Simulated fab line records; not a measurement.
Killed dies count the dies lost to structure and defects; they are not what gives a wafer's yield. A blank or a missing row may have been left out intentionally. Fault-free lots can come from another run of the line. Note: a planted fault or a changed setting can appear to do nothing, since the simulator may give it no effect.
Lot-split experiment ; flow n5-finfet ; on a route of 1938 steps: 7 lots, 21 wafers read

SPLIT DETAILS
At N5_BEOL_M7_EXPOSE_25 (exposes mask V6, target cd 40 nm), the setting dose-mj was moved away from the recipe's 42.5 on 6 of the 21 wafers read, by -7.0% to +7.0%. For the rest of the wafers, this setting stayed at what the recipe calls for.

FROM THE SPLIT TO THE READING: what the file shows between them, 2 steps
- N5_BEOL_M7_PEB_26: peb time 60 s
- N5_BEOL_M7_DEVELOP_27: develop time 30 s

THE READING
cd-nm (nm) at N5_BEOL_M7_CD_MEAS_28, where the cd target is 40 nm. Typical for fault-free wafers on this fab line: 40.02 nm, with standard deviation 0.25 nm.

wafer;tool, chamber at the split;dose-mj as run;against the recipe;cd-nm, nm;against lot-mates on the recipe
L076.3;euv-scanner-02, 0;44.03;+3.6%;40.44;+0.21
L076.4;euv-scanner-02, 0;42.5;recipe;40.23;-
L076.6;euv-scanner-02, 0;44.03;+3.6%;40.85;+0.62
L075.1;euv-scanner-01, 0;39.53;-7.0%;38.45;-1.47
L075.2;euv-scanner-01, 0;39.53;-7.0%;38.27;-1.65
L075.5;euv-scanner-01, 0;42.5;recipe;39.92;-
L082.1;euv-scanner-02, 0;45.46;+7.0%;41.39;+1.49
L082.4;euv-scanner-02, 0;45.46;+7.0%;41.38;+1.48
L082.6;euv-scanner-02, 0;42.5;recipe;39.90;-
L084.1;euv-scanner-02, 0;42.5;recipe;39.91;-
L084.3;euv-scanner-02, 0;42.5;recipe;39.87;-
L084.4;euv-scanner-02, 0;42.5;recipe;39.69;-
L086.2;euv-scanner-01, 0;42.5;recipe;39.93;-
L086.3;euv-scanner-01, 0;42.5;recipe;40.09;-
L086.6;euv-scanner-01, 0;42.5;recipe;39.80;-
L091.3;euv-scanner-02, 0;42.5;recipe;39.91;-
L091.4;euv-scanner-02, 0;42.5;recipe;39.67;-
L091.6;euv-scanner-02, 0;42.5;recipe;39.69;-
L096.1;euv-scanner-02, 0;42.5;recipe;39.83;-
L096.4;euv-scanner-02, 0;42.5;recipe;39.99;-
L096.5;euv-scanner-02, 0;42.5;recipe;39.75;-

THE FIT
A straight line over all 21 wafers: cd-nm changes by +0.216 nm for each +1% of dose-mj; r = +0.98; the points scatter about the line by 0.15 nm.
The same after taking each lot's own level away (the mean of its wafers on the recipe; 21 wafers): +0.207 nm for each +1%; r = +0.98; scatter 0.15 nm.
The reading moves by 1.4 nm for the largest change in dose-mj, on that fit.
The span of the lots' own levels, 39.757 to 40.230 nm, comes to 1.9 times the standard deviation stated above.
So the lot-to-lot level changes the slope little: the two slopes agree.
Check: for one of the wafers moved furthest among these (-7.0%), held out of the fit, the line's prediction against its lot-mates is -1.49 nm. It came out at -1.47 nm against them.

FURTHER SPLITS ON THESE WAFERS
Other splits were also applied to these wafers ahead of the reading. Each is held against what the fit with the lots' levels taken away leaves over:
other split on the same wafers;wafers away from the commonest value;r with cd-nm (lot level and that fit taken away)
N5_BEOL_M5_HM_DEP_02 target-thk-a;9;-0.32
N5_BEOL_M5_SPUTTER_81 time-s;10;+0.07
N5_BEOL_M6_EXPOSE_25 dose-mj;6;-0.28

THE WHOLE CHAIN: every reading that the file lists as answering this split, in the file's order
step;what it does;reading;change (the file's fit);r (the file's)
N5_BEOL_M7_CD_MEAS_28;target cd 40 nm;cd-nm;+0.207 nm for each +1% of the setting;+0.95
N5_BEOL_M7_DESCUM_33;chemistry O2, time 7 s;BEOL_M7.cd-nm (the simulator's own value, which no gauge read);+0.216 nm for each +1% of the setting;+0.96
N5_BEOL_M7_ETCH_72;etches underlayer in N2/H2, target depth 6.5 nm, time 5.2 s;BEOL_M7.cd-nm (the simulator's own value, which no gauge read);+0.225 nm for each +1% of the setting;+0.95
N5_BEOL_M7_VIA_ETCH_34;etches SiCOH lowk in C4F6/O2, target depth 125.5 nm, time 50.5 s;BEOL_M7.cd-nm (the simulator's own value, which no gauge read);+0.203 nm for each +1% of the setting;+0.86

FILE'S OWN FIT
cd-nm changes by +0.207 nm for each +1% of dose-mj, r = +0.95.
